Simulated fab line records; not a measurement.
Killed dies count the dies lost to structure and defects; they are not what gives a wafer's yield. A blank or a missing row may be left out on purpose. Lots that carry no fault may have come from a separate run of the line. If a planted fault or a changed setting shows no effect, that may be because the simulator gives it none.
Which of the tools did it? | flow n5-finfet | 24 lots, 72 wafers sampled, at 6 steps of a route of 1938

## WHAT THE GAUGES SHOWED, per wafer
N5_FIN_SAQP_THK_MEAS_05.
lot  | measured    | on            | thk-nm (nm)
L074 | day 1 21:34 | film-metro-02 | 38.7 37.2 38.4
L075 | day 2 05:28 | film-metro-01 | 37.9 37.6 38.5
L076 | day 2 09:01 | film-metro-02 | 37.3 38.1 38.0
L077 | day 2 15:39 | film-metro-01 | 37.7 37.4 38.0
L078 | day 3 01:03 | film-metro-02 | 36.6 36.8 37.8
L079 | day 3 04:50 | film-metro-02 | 38.0 37.5 37.8
L080 | day 3 09:22 | film-metro-02 | 38.3 38.2 37.9
L081 | day 3 15:17 | film-metro-02 | 38.1 38.1 38.6
L082 | day 3 21:25 | film-metro-01 | 36.9 37.8 37.6
L083 | day 4 04:41 | film-metro-01 | 37.1 38.4 38.2
L084 | day 4 08:46 | film-metro-02 | 37.5 36.5 37.8
L085 | day 4 14:52 | film-metro-02 | 38.3 38.2 38.3
L086 | day 4 22:39 | film-metro-02 | 37.5 37.2 37.6
L087 | day 5 05:17 | film-metro-01 | 37.6 36.5 38.1
L088 | day 5 08:52 | film-metro-02 | 37.4 36.8 37.7
L089 | day 5 14:35 | film-metro-01 | 37.1 37.4 38.4
L090 | day 5 21:00 | film-metro-01 | 37.3 37.8 38.3
L091 | day 6 02:52 | film-metro-01 | 37.9 37.6 38.0
L092 | day 6 11:46 | film-metro-02 | 37.0 37.6 37.9
L093 | day 7 01:26 | film-metro-02 | 37.1 37.6 38.4
L094 | day 7 02:47 | film-metro-01 | 37.5 38.4 38.5
L095 | day 7 03:44 | film-metro-02 | 37.2 38.1 38.0
L096 | day 7 09:25 | film-metro-01 | 37.5 37.8 37.7
L097 | day 7 14:46 | film-metro-01 | 37.6 37.7 38.1

N5_FIN_SAQP_OCD_MEAS_76.
lot  | measured    | on     | trench-depth-nm (nm)
L074 | day 2 02:26 | ocd-02 | 117.7 122.3 114.6
L075 | day 2 10:55 | ocd-01 | 120.3 121.9 120.5
L076 | day 2 14:37 | ocd-01 | 121.7 122.6 122.1
L077 | day 2 20:48 | ocd-02 | 123.0 121.8 119.5
L078 | day 3 06:01 | ocd-02 | 122.6 122.4 123.1
L079 | day 3 10:04 | ocd-01 | 121.6 122.2 122.3
L080 | day 3 14:08 | ocd-01 | 119.7 119.8 117.6
L081 | day 3 21:23 | ocd-01 | 118.3 118.2 120.7
L082 | day 4 05:07 | ocd-02 | 122.5 122.8 121.8
L083 | day 4 10:04 | ocd-01 | 120.3 120.5 121.0
L084 | day 4 13:52 | ocd-01 | 120.2 120.9 121.2
L085 | day 4 19:58 | ocd-01 | 120.7 121.2 120.6
L086 | day 5 06:08 | ocd-01 | 120.4 120.6 121.5
L087 | day 5 10:30 | ocd-02 | 122.7 120.9 122.2
L088 | day 5 14:10 | ocd-02 | 121.4 117.9 118.2
L089 | day 5 20:05 | ocd-02 | 120.4 121.3 120.6
L090 | day 6 02:28 | ocd-01 | 121.9 122.3 120.6
L091 | day 6 11:49 | ocd-01 | 118.6 120.0 120.7
L092 | day 6 20:04 | ocd-02 | 121.1 121.2 121.5
L093 | day 7 06:48 | ocd-02 | 122.3 120.7 122.9
L094 | day 7 08:40 | ocd-02 | 122.9 123.0 122.5
L095 | day 7 10:40 | ocd-02 | 121.8 123.0 121.7
L096 | day 7 14:37 | ocd-02 | 122.5 122.0 121.8
L097 | day 7 20:56 | ocd-02 | 120.5 120.6 121.3

## TOOL THAT RAN EACH LOT (tool first, then ch and the chambers of the sampled wafers, then the start)
lot  | N5_FIN_SAQP_HM_DEP_03          | N5_FIN_SAQP_DESCUM_21             | N5_FIN_SAQP_STRIP_70              | N5_FIN_SAQP_RECESS_71
L074 | pecvd-02 ch 0,1, day 1 21:29   | rie-diel-01 ch 0,2,3, day 1 22:17 | rie-diel-05 ch 1,2, day 2 01:07   | vapor-etch-02 ch 0,1, day 2 01:13
L075 | pecvd-03 ch 0,1,2, day 2 05:22 | rie-diel-04 ch 0,1,2, day 2 06:18 | rie-diel-04 ch 0,2,3, day 2 09:35 | vapor-etch-02 ch 0,1, day 2 09:38
L076 | pecvd-03 ch 2, day 2 08:54     | rie-diel-01 ch 0,2,3, day 2 09:54 | rie-diel-04 ch 0,1,3, day 2 13:11 | vapor-etch-01 ch 0, day 2 13:17
L077 | pecvd-01 ch 0,2, day 2 15:34   | rie-diel-05 ch 1,2,3, day 2 16:32 | rie-diel-05 ch 0,2,3, day 2 19:26 | vapor-etch-02 ch 0,1, day 2 19:29
L078 | pecvd-01 ch 0,1, day 3 00:58   | rie-diel-04 ch 0,2,3, day 3 01:50 | rie-diel-01 ch 0,2,3, day 3 04:44 | vapor-etch-02 ch 0,1, day 3 04:47
L079 | pecvd-02 ch 0,1,2, day 3 04:45 | rie-diel-04 ch 1,2, day 3 05:30   | rie-diel-04 ch 0,1,3, day 3 08:28 | vapor-etch-01 ch 0,1, day 3 08:31
L080 | pecvd-03 ch 0,1, day 3 09:16   | rie-diel-05 ch 0,2, day 3 10:01   | rie-diel-05 ch 0,1, day 3 12:52   | vapor-etch-01 ch 0,1, day 3 12:55
L081 | pecvd-02 ch 0,2, day 3 15:12   | rie-diel-04 ch 0,2,3, day 3 15:57 | rie-diel-01 ch 2,3, day 3 19:40   | vapor-etch-01 ch 0,1, day 3 19:47
L082 | pecvd-02 ch 0,1,2, day 3 21:07 | rie-diel-05 ch 0,3, day 3 22:12   | rie-diel-01 ch 0,1,2, day 4 02:42 | vapor-etch-01 ch 0,1, day 4 02:46
L083 | pecvd-03 ch 0,1,2, day 4 04:36 | rie-diel-05 ch 0,2, day 4 05:28   | rie-diel-04 ch 0,3, day 4 08:43   | vapor-etch-01 ch 0,1, day 4 08:49
L084 | pecvd-02 ch 0,1,2, day 4 08:43 | rie-diel-04 ch 0,1,2, day 4 09:41 | rie-diel-04 ch 1,2, day 4 12:33   | vapor-etch-01 ch 0,1, day 4 12:39
L085 | pecvd-02 ch 0,2, day 4 14:47   | rie-diel-05 ch 0,1,3, day 4 15:40 | rie-diel-04 ch 0,1,3, day 4 18:29 | vapor-etch-02 ch 0,1, day 4 18:41
L086 | pecvd-03 ch 0,2, day 4 22:34   | rie-diel-05 ch 2,3, day 4 23:28   | rie-diel-04 ch 2,3, day 5 03:07   | vapor-etch-02 ch 0,1, day 5 03:11
L087 | pecvd-03 ch 0,1,2, day 5 05:11 | rie-diel-04 ch 1,2,3, day 5 06:22 | rie-diel-01 ch 0,2,3, day 5 09:11 | vapor-etch-02 ch 0,1, day 5 09:15
L088 | pecvd-02 ch 0,1,2, day 5 08:47 | rie-diel-04 ch 0,2,3, day 5 09:37 | rie-diel-04 ch 2,3, day 5 12:29   | vapor-etch-01 ch 0,1, day 5 12:32
L089 | pecvd-03 ch 0,1, day 5 14:29   | rie-diel-04 ch 0,3, day 5 15:46   | rie-diel-01 ch 0,1,3, day 5 18:37 | vapor-etch-02 ch 0,1, day 5 18:40
L090 | pecvd-01 ch 1,2, day 5 20:55   | rie-diel-01 ch 0,1,3, day 5 21:47 | rie-diel-01 ch 0,2,3, day 6 01:10 | vapor-etch-01 ch 0,1, day 6 01:17
L091 | pecvd-03 ch 1,2, day 6 02:46   | rie-diel-05 ch 0,2,3, day 6 06:07 | rie-diel-05 ch 0,1,3, day 6 09:26 | vapor-etch-02 ch 0,1, day 6 09:29
L092 | pecvd-03 ch 0,1,2, day 6 11:41 | rie-diel-04 ch 1,3, day 6 15:17   | rie-diel-01 ch 0,2,3, day 6 18:32 | vapor-etch-01 ch 0,1, day 6 18:38
L093 | pecvd-03 ch 0,1,2, day 7 01:22 | rie-diel-05 ch 1,2, day 7 02:14   | rie-diel-04 ch 1,2, day 7 05:14   | vapor-etch-01 ch 0,1, day 7 05:35
L094 | pecvd-03 ch 0,1, day 7 02:42   | rie-diel-05 ch 0,2, day 7 03:38   | rie-diel-04 ch 1,2,3, day 7 06:29 | vapor-etch-01 ch 0,1, day 7 06:33
L095 | pecvd-01 ch 0,1,2, day 7 03:38 | rie-diel-04 ch 1,3, day 7 04:32   | rie-diel-05 ch 1,3, day 7 09:07   | vapor-etch-01 ch 0,1, day 7 09:13
L096 | pecvd-01 ch 0,1,2, day 7 09:20 | rie-diel-05 ch 0,3, day 7 10:13   | rie-diel-01 ch 0,2, day 7 13:20   | vapor-etch-02 ch 0,1, day 7 13:24
L097 | pecvd-01 ch 0,1,2, day 7 14:41 | rie-diel-01 ch 0,2,3, day 7 16:02 | rie-diel-01 ch 0,1,2, day 7 19:22 | vapor-etch-01 ch 0,1, day 7 19:32
- N5_FIN_SAQP_HM_DEP_03: deposits SiNx from SiH4/NH3/N2, target thk 38 nm, time 33.6 s.
- N5_FIN_SAQP_DESCUM_21: chemistry O2, time 7.9 s.
- N5_FIN_SAQP_STRIP_70: strips in N2/H2.
- N5_FIN_SAQP_RECESS_71: chemistry HF/NH3, target SiO2, target depth 3 nm, afs cycles 1, sublimation time 60 s.

## AS READ BY THE TOOLS THEMSELVES (means over the sampled wafers that have a number; for cases with no such wafer, the mark the record gives instead)
N5_FIN_SAQP_HM_DEP_03.
lot  | tool     | heater-power-w (W) | showerhead-plenum-p-Torr (Torr) | throttle-valve-pct (%)
L074 | pecvd-02 | 853                | 5.13                            | 38
L075 | pecvd-03 | 836                | 5.15                            | 39
L076 | pecvd-03 | 765                | 5.14                            | 35
L077 | pecvd-01 | 801                | 5.07                            | 39
L078 | pecvd-01 | 746                | 5.10                            | 41
L079 | pecvd-02 | 761                | 5.09                            | 38
L080 | pecvd-03 | 802                | 5.18                            | 43
L081 | pecvd-02 | 798                | 5.10                            | 38
L082 | pecvd-02 | 745                | 5.10                            | 37
L083 | pecvd-03 | 797                | 5.16                            | 40
L084 | pecvd-02 | 770                | 5.10                            | 38
L085 | pecvd-02 | 708                | 5.07                            | 37
L086 | pecvd-03 | 796                | 5.18                            | 42
L087 | pecvd-03 | 780                | 5.16                            | 39
L088 | pecvd-02 | 777                | 5.09                            | 38
L089 | pecvd-03 | 793                | 5.15                            | 40
L090 | pecvd-01 | 775                | 5.05                            | 38
L091 | pecvd-03 | 896                | 5.13                            | 37
L092 | pecvd-03 | 792                | 5.15                            | 40
L093 | pecvd-03 | 795                | 5.15                            | 39
L094 | pecvd-03 | 747                | 5.18                            | 43
L095 | pecvd-01 | 777                | 5.06                            | 40
L096 | pecvd-01 | 775                | 5.07                            | 40
L097 | pecvd-01 | 745                | 5.08                            | 40

N5_FIN_SAQP_DESCUM_21.
lot  | tool        | drypump-motor-current-A (A) | oes-product-au (a.u.) | rf-vpp-V (V) | showerhead-plenum-p-Torr (Torr) | throttle-valve-pct (%)
L074 | rie-diel-01 | 5.7                         | 0.71                  | 244.1        | 2.15                            | 20.41
L075 | rie-diel-04 | 5.8                         | 0.84                  | 244.4        | 2.16                            | 20.34
L076 | rie-diel-01 | 5.7                         | 0.70                  | 244.6        | 2.15                            | 20.43
L077 | rie-diel-05 | 6.0                         | 0.75                  | 244.7        | 2.20                            | 20.42
L078 | rie-diel-04 | 5.5                         | 0.84                  | 244.1        | 2.13                            | 20.39
L079 | rie-diel-04 | 5.2                         | 0.74                  | 243.4        | 2.14                            | 20.58
L080 | rie-diel-05 | 5.7                         | 0.79                  | 244.2        | 2.20                            | 20.33
L081 | rie-diel-04 | 5.5                         | 0.84                  | 244.5        | 2.13                            | 20.39
L082 | rie-diel-05 | 5.8                         | 0.78                  | 244.7        | 2.20                            | 20.43
L083 | rie-diel-05 | 5.7                         | 0.78                  | 244.4        | 2.20                            | 20.36
L084 | rie-diel-04 | 5.7                         | 0.81                  | 244.1        | 2.16                            | 20.35
L085 | rie-diel-05 | 5.9                         | 0.75                  | 245.6        | 2.19                            | 20.49
L086 | rie-diel-05 | 6.0                         | 0.74                  | 244.1        | 2.19                            | 20.36
L087 | rie-diel-04 | 5.2                         | 0.78                  | 242.5        | 2.09                            | 20.44
L088 | rie-diel-04 | 5.5                         | 0.82                  | 243.1        | 2.13                            | 20.42
L089 | rie-diel-04 | 6.1                         | 0.88                  | 244.4        | 2.15                            | 20.19
L090 | rie-diel-01 | 5.7                         | 0.80                  | 243.9        | 2.16                            | 20.41
L091 | rie-diel-05 | 5.9                         | 0.75                  | 244.5        | 2.19                            | 20.41
L092 | rie-diel-04 | 5.2                         | 0.83                  | 241.7        | 2.04                            | 20.30
L093 | rie-diel-05 | 5.9                         | 0.73                  | 244.9        | 2.18                            | 20.38
L094 | rie-diel-05 | 5.6                         | 0.77                  | 244.6        | 2.19                            | 20.39
L095 | rie-diel-04 | 5.4                         | 0.81                  | 242.6        | 2.07                            | 20.25
L096 | rie-diel-05 | 5.7                         | 0.76                  | 244.5        | 2.19                            | 20.49
L097 | rie-diel-01 | 5.7                         | 0.75                  | 244.1        | 2.13                            | 20.36

N5_FIN_SAQP_STRIP_70.
lot  | tool        | drypump-motor-current-A (A) | oes-product-au (a.u.) | rf-vpp-V (V) | showerhead-plenum-p-Torr (Torr) | throttle-valve-pct (%)
L074 | rie-diel-05 | 6.0                         | 0.75                  | 123.9        | 3.49                            | 18.4
L075 | rie-diel-04 | 5.5                         | 0.86                  | 122.3        | 3.42                            | 18.9
L076 | rie-diel-04 | 5.7                         | 0.89                  | 121.9        | 3.40                            | 18.5
L077 | rie-diel-05 | 5.9                         | 0.77                  | 122.2        | 3.50                            | 18.7
L078 | rie-diel-01 | 5.7                         | 0.80                  | 122.7        | 3.45                            | 18.8
L079 | rie-diel-04 | 5.8                         | 0.89                  | 122.6        | 3.40                            | 18.5
L080 | rie-diel-05 | 5.9                         | 0.75                  | 122.7        | 3.51                            | 18.8
L081 | rie-diel-01 | 5.8                         | 0.80                  | 122.8        | 3.46                            | 18.9
L082 | rie-diel-01 | 5.8                         | 0.74                  | 122.4        | 3.48                            | 18.7
L083 | rie-diel-04 | 5.5                         | 0.89                  | 122.2        | 3.36                            | 18.7
L084 | rie-diel-04 | 5.2                         | 0.73                  | 121.6        | 3.42                            | 19.3
L085 | rie-diel-04 | 5.7                         | 0.87                  | 122.1        | 3.39                            | 18.5
L086 | rie-diel-04 | 5.0                         | 0.74                  | 121.9        | 3.38                            | 19.5
L087 | rie-diel-01 | 5.7                         | 0.77                  | 122.6        | 3.44                            | 18.8
L088 | rie-diel-04 | 4.9                         | 0.74                  | 121.4        | 3.38                            | 19.5
L089 | rie-diel-01 | 5.8                         | 0.80                  | 122.0        | 3.46                            | 18.8
L090 | rie-diel-01 | 5.7                         | 0.77                  | 122.8        | 3.44                            | 18.8
L091 | rie-diel-05 | 5.9                         | 0.74                  | 122.7        | 3.49                            | 18.9
L092 | rie-diel-01 | 5.7                         | 0.77                  | 122.9        | 3.44                            | 18.8
L093 | rie-diel-04 | 5.5                         | 0.84                  | 121.1        | 3.39                            | 18.8
L094 | rie-diel-04 | 5.2                         | 0.86                  | 121.4        | 3.35                            | 19.0
L095 | rie-diel-05 | 6.1                         | 0.71                  | 122.4        | 3.49                            | 19.1
L096 | rie-diel-01 | 5.8                         | 0.69                  | 122.3        | 3.44                            | 18.7
L097 | rie-diel-01 | 5.8                         | 0.72                  | 122.9        | 3.47                            | 18.7

N5_FIN_SAQP_RECESS_71.
lot  | tool          | drypump-motor-current-A (A)
L074 | vapor-etch-02 | 5.9
L075 | vapor-etch-02 | 5.9
L076 | vapor-etch-01 | 5.7
L077 | vapor-etch-02 | 5.9
L078 | vapor-etch-02 | 5.9
L079 | vapor-etch-01 | 6.3
L080 | vapor-etch-01 | 6.3
L081 | vapor-etch-01 | 6.0
L082 | vapor-etch-01 | 6.3
L083 | vapor-etch-01 | 6.3
L084 | vapor-etch-01 | 6.0
L085 | vapor-etch-02 | 5.9
L086 | vapor-etch-02 | 5.9
L087 | vapor-etch-02 | 5.9
L088 | vapor-etch-01 | 6.0
L089 | vapor-etch-02 | 6.1
L090 | vapor-etch-01 | 6.3
L091 | vapor-etch-02 | 6.1
L092 | vapor-etch-01 | 6.0
L093 | vapor-etch-01 | 6.3
L094 | vapor-etch-01 | 6.3
L095 | vapor-etch-01 | 6.4
L096 | vapor-etch-02 | 6.1
L097 | vapor-etch-01 | 6.3

## THE ANSWER, worked out from the rows above alone
Rule: the lots themselves supply what counts as usual. The widest of any qualifying gaps counts: lots, ordered by their means at a reading, are off when they make up no more than a third of the lots, leave a main group of 4 or more, and stand apart from it by 3 or more times the standard deviation of that group's means. A main group whose means are all the same, to the digits that the tables above print for the reading, isn't used. Also off: a lot with no number at a reading for which 4 or more lots have one. Where the step has rows for the other lots, those lots are counted as sound. Order of review: gauges by route order, followed by the tools' own readings, for which a lot's mean as printed above is used. The first step at which some lot is off is used, and at that step the reading that is off furthest; a lot without a number counts as furthest.
Nothing can be told from this: no lot is off at any reading shown.

## WHAT THE SIMULATOR HAD INSERTED
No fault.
